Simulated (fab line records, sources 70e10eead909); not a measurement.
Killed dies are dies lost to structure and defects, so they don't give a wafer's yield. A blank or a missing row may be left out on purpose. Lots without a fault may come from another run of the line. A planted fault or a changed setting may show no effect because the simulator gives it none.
Which tool did it? | flow nand_harc | 12 lots, 34 wafers sampled, at 5 steps of a route of 1159

WHAT THE GAUGES READ, wafer by wafer
NHARC_END_SORT_01. Usual: killed_at_array 29, standard deviation 12; killed_at_other 0.7, standard deviation 1; killed_at_periphery 4, standard deviation 3.2; killed_dies 34, standard deviation 12; killed_open 3.4, standard deviation 2; killed_short 1.8, standard deviation 1.3.
lot  | measured     | on        | killed_at_array | killed_at_other | killed_at_periphery | killed_dies | killed_open | killed_short | flag
L836 | day 24 00:22 | prober-01 | 29 109          | 0 2             | 16 9                | 45 120      | 4 3         | 4 2          | OFF
L837 | day 23 17:20 | prober-01 | 46 28 127       | 0 0 0           | 6 8 6               | 52 36 133   | 5 1 1       | 1 1 2        | OFF
L838 | day 24 14:10 | prober-01 | 16 133          | 3 2             | 2 3                 | 21 138      | 4 4         | 1 5          | OFF

WHICH TOOL RAN EACH LOT (tool, then ch and the chambers of the sampled wafers, then the start)
lot  | NHARC_A_BLC_DESCUM_15              | NHARC_A_BLC_ETCH_17                | NHARC_A_BLC_ETCH_18                           | NHARC_A_BLC_ALD_23
L820 | rie_diel-11 ch 1,2,3, day 17 21:39 | rie_diel-11 ch 1,2,3, day 17 21:49 | rie_diel-11 ch 0,1,3, day 17 23:28 or earlier | ald_metal-01 ch 0,1,3, day 17 23:28
L821 | rie_diel-01 ch 1,2, day 17 22:56   | rie_diel-01 ch 0,1,3, day 17 23:12 | rie_diel-01 ch 0,1,3, day 18 00:47 or earlier | ald_metal-03 ch 0,1,2, day 18 00:47
L827 | rie_diel-01 ch 0,1, day 18 23:01   | rie_diel-01 ch 0,2, day 18 23:14   | rie_diel-01 ch 2,3, day 19 00:52 or earlier   | ald_metal-02 ch 2,3, day 19 00:52
L825 | rie_diel-11 ch 0,2,3, day 19 08:10 | rie_diel-11 ch 0,1,3, day 19 08:20 | rie_diel-11 ch 0,1,3, day 19 09:59 or earlier | ald_metal-02 ch 0,2,3, day 19 09:59
L829 | rie_diel-12 ch 0,1,3, day 19 16:58 | rie_diel-12 ch 0,1,2, day 19 17:35 | rie_diel-12 ch 0,1,2, day 19 19:28 or earlier | ald_metal-01 ch 0,2,3, day 19 19:28
L828 | rie_diel-11 ch 2,3, day 19 17:35   | rie_diel-11 ch 0,2,3, day 19 17:51 | rie_diel-11 ch 0,1,3, day 19 19:31 or earlier | ald_metal-03 ch 1,2,3, day 19 19:31
L831 | rie_diel-01 ch 0,3, day 20 03:33   | rie_diel-01 ch 0,1,3, day 20 03:43 | rie_diel-01 ch 2,3, day 20 05:22 or earlier   | ald_metal-03 ch 0,2,3, day 20 05:22
L836 | rie_diel-11 ch 2, day 21 18:31     | rie_diel-11 ch 0,2, day 21 18:49   | rie_diel-11 ch 1,3, day 21 20:22 or earlier   | ald_metal-01 ch 0,3, day 21 20:22
L837 | rie_diel-11 ch 0,2,3, day 22 01:27 | rie_diel-11 ch 0,3, day 22 01:39   | rie_diel-11 ch 1,2,3, day 22 03:18 or earlier | ald_metal-01 ch 0,2,3, day 22 03:18
L838 | rie_diel-11 ch 0,1, day 22 11:34   | rie_diel-11 ch 2,3, day 22 11:49   | rie_diel-11 ch 0,1, day 22 13:22 or earlier   | ald_metal-01 ch 0, day 22 13:22
L843 | rie_diel-01 ch 0,1,3, day 23 01:13 | rie_diel-01 ch 0,1,2, day 23 01:23 | rie_diel-01 ch 0,1,2, day 23 03:07 or earlier | ald_metal-03 ch 1,2,3, day 23 03:07
L841 | rie_diel-01 ch 0,2,3, day 23 02:11 | rie_diel-01 ch 2,3, day 23 02:20   | rie_diel-01 ch 2,3, day 23 04:04 or earlier   | ald_metal-02 ch 0,1, day 23 04:04
- NHARC_A_BLC_DESCUM_15: chemistry O2, time 3 s.
- NHARC_A_BLC_ETCH_17: etches the open film in N2/H2, target depth 390 nm, time 609.38 s.
- NHARC_A_BLC_ETCH_18: etches the open film in C4F8/O2/Ar, target depth 910 nm.
- NHARC_A_BLC_ALD_23: deposits TiN, target thk 3 nm, pulse time 1 s, ald cycles 150.

WHAT THE TOOLS THEMSELVES READ (means of the sampled wafers that have a number; where no wafer has one, the mark that the record gives instead)
NHARC_A_BLC_DESCUM_15. Usual: drypump_motor_current_A 6.0 A, standard deviation 0.58; oes_product_au 1.001 a.u., standard deviation 0.0073; rf_vpp_V 57.9 V, standard deviation 0.78; showerhead_plenum_p_Torr 1.96 Torr, standard deviation 0.063; throttle_valve_pct 11.311 %, standard deviation 0.0096.
lot  | tool        | drypump_motor_current_A (A) | oes_product_au (a.u.) | rf_vpp_V (V) | showerhead_plenum_p_Torr (Torr) | throttle_valve_pct (%) | flag
L820 | rie_diel-11 | 6.0                         | 0.990                 | 57.8         | 1.94                            | 11.312                 |
L821 | rie_diel-01 | 5.2                         | 1.005                 | 57.4         | 2.02                            | 11.308                 |
L827 | rie_diel-01 | 6.1                         | 1.001                 | 58.0         | 1.99                            | 11.309                 |
L825 | rie_diel-11 | 5.9                         | 1.004                 | 57.5         | 1.90                            | 11.301                 |
L829 | rie_diel-12 | 5.7                         | 0.995                 | 58.5         | 2.02                            | 11.317                 |
L828 | rie_diel-11 | 5.5                         | 1.000                 | 58.1         | 1.91                            | 11.313                 |
L831 | rie_diel-01 | 6.6                         | 1.005                 | 57.9         | 1.95                            | 11.323                 |
L836 | rie_diel-11 | 6.0                         | 1.000                 | 58.0         | 2.01                            | 11.325                 |
L837 | rie_diel-11 | 5.9                         | 1.001                 | 57.7         | 1.90                            | 11.310                 |
L838 | rie_diel-11 | 6.5                         | 1.002                 | 57.6         | 1.88                            | 11.315                 |
L843 | rie_diel-01 | 6.4                         | 1.002                 | 58.1         | 1.97                            | 11.315                 |
L841 | rie_diel-01 | 6.0                         | 0.999                 | 58.5         | 1.98                            | 11.308                 |

NHARC_A_BLC_ETCH_17. Usual: bias_w 150.0 W, standard deviation 0.45; drypump_motor_current_A 6.0 A, standard deviation 0.57; oes_product_au 1.000 a.u., standard deviation 0.0074; rf_vpp_V 431.6 V, standard deviation 2.1; run_length_s 630.9 s, standard deviation 0.41; showerhead_plenum_p_Torr 2.08 Torr, standard deviation 0.072; throttle_valve_pct 14.171 %, standard deviation 0.0091.
lot  | tool        | bias_w (W) | drypump_motor_current_A (A) | oes_product_au (a.u.) | rf_vpp_V (V) | run_length_s (s) | showerhead_plenum_p_Torr (Torr) | throttle_valve_pct (%) | flag
L820 | rie_diel-11 | 150.1      | 6.0                         | 0.997                 | 430.9        | 630.7            | 2.07                            | 14.168                 |
L821 | rie_diel-01 | 150.3      | 6.3                         | 1.008                 | 432.1        | 630.9            | 2.11                            | 14.175                 |
L827 | rie_diel-01 | 149.8      | 6.0                         | 0.990                 | 432.0        | 630.5            | 2.12                            | 14.175                 |
L825 | rie_diel-11 | 150.5      | 6.1                         | 0.998                 | 429.6        | 630.7            | 2.00                            | 14.161                 |
L829 | rie_diel-12 | 149.8      | 5.8                         | 1.002                 | 432.7        | 630.2            | 2.14                            | 14.171                 |
L828 | rie_diel-11 | 150.4      | 5.9                         | 1.000                 | 430.1        | 631.2            | 2.03                            | 14.167                 |
L831 | rie_diel-01 | 149.7      | 6.3                         | 1.006                 | 432.8        | 631.0            | 2.10                            | 14.172                 |
L836 | rie_diel-11 | 150.2      | 6.2                         | 0.992                 | 430.4        | 571.0            | 2.05                            | 14.172                 | OFF
L837 | rie_diel-11 | 149.7      | 6.0                         | 1.004                 | 429.3        | 590.8            | 1.96                            | 14.174                 | OFF
L838 | rie_diel-11 | 150.1      | 5.7                         | 1.006                 | 431.4        | 571.2            | 2.06                            | 14.171                 | OFF
L843 | rie_diel-01 | 150.1      | 5.7                         | 0.997                 | 432.7        | 631.0            | 2.13                            | 14.165                 |
L841 | rie_diel-01 | 150.0      | 5.5                         | 0.995                 | 433.3        | 630.8            | 2.13                            | 14.161                 |

NHARC_A_BLC_ETCH_18. Usual: bias_w 1500 W, standard deviation 4.4; oes_product_au 0.949 a.u., standard deviation 0.024; rf_vpp_V 981 V, standard deviation 4.3.
lot  | tool        | bias_w (W) | oes_product_au (a.u.) | rf_vpp_V (V) | flag
L820 | rie_diel-11 | 1497       | 0.968                 | 976          |
L821 | rie_diel-01 | 1501       | 0.977                 | 983          |
L827 | rie_diel-01 | 1499       | 0.967                 | 984          |
L825 | rie_diel-11 | 1501       | 0.983                 | 976          |
L829 | rie_diel-12 | 1496       | 0.926                 | 984          |
L828 | rie_diel-11 | 1500       | 0.940                 | 976          |
L831 | rie_diel-01 | 1495       | 0.963                 | 982          |
L836 | rie_diel-11 | 1498       | 0.925                 | 976          |
L837 | rie_diel-11 | 1502       | 0.919                 | 979          |
L838 | rie_diel-11 | 1498       | 0.931                 | 976          |
L843 | rie_diel-01 | 1500       | 0.957                 | 984          |
L841 | rie_diel-01 | 1500       | 0.977                 | 982          |

NHARC_A_BLC_ALD_23. Usual: heater_power_w 1135 W, standard deviation 100; precursor_pulse_height_rel 0.999, standard deviation 0.023.
lot  | tool         | heater_power_w (W) | precursor_pulse_height_rel | flag
L820 | ald_metal-01 | 1149               | 1.008                      |
L821 | ald_metal-03 | 1126               | 0.991                      |
L827 | ald_metal-02 | 1173               | 1.003                      |
L825 | ald_metal-02 | 1106               | 0.992                      |
L829 | ald_metal-01 | 1152               | 1.007                      |
L828 | ald_metal-03 | 1099               | 0.998                      |
L831 | ald_metal-03 | 1123               | 1.007                      |
L836 | ald_metal-01 | 1195               | 0.994                      |
L837 | ald_metal-01 | 1187               | 0.994                      |
L838 | ald_metal-01 | 1364               | 1.000                      |
L843 | ald_metal-03 | 1072               | 0.985                      |
L841 | ald_metal-02 | 1049               | 1.028                      |

THE ANSWER, worked out from the rows above alone
Rule: a lot is off if the mean of its wafers that have a number lies more than 3 standard deviations from the usual mean. A lot without any number at a reading at which 4 lots or more have one is off too. The other lots that the step has rows for count as sound. The gauges are gone through in route order, then the tools' own readings, and for those a lot's mean is taken as printed above. The first step at which some lot is off is used, and at that step the reading that is off furthest; a lot without a number counts as furthest.
Off: L836, L837, L838, at NHARC_END_SORT_01 (killed_dies). Neither off nor sound, because the step has no rows for them: L820, L821, L827, L825, L829, L828, L831, L843, L841.
A tool fits if, at a process step before that reading, it ran every lot that is off, and no sound lot after the first of them. The gauges at NHARC_END_SORT_01 aren't tried: what is off there is off at NHARC_A_BLC_ETCH_17 too, on other tools, and a gauge's error can't cause that. NHARC_A_BLC_ETCH_18 gives no start for some lots, so the hours and the order of its lots are those of NHARC_A_BLC_ALD_23. Can't be told from this: 2 tools fit, rie_diel-11 at NHARC_A_BLC_DESCUM_15 and NHARC_A_BLC_ETCH_17 and NHARC_A_BLC_ETCH_18, ald_metal-01 at NHARC_A_BLC_ALD_23.

WHAT THE SIMULATOR HAD PUT IN
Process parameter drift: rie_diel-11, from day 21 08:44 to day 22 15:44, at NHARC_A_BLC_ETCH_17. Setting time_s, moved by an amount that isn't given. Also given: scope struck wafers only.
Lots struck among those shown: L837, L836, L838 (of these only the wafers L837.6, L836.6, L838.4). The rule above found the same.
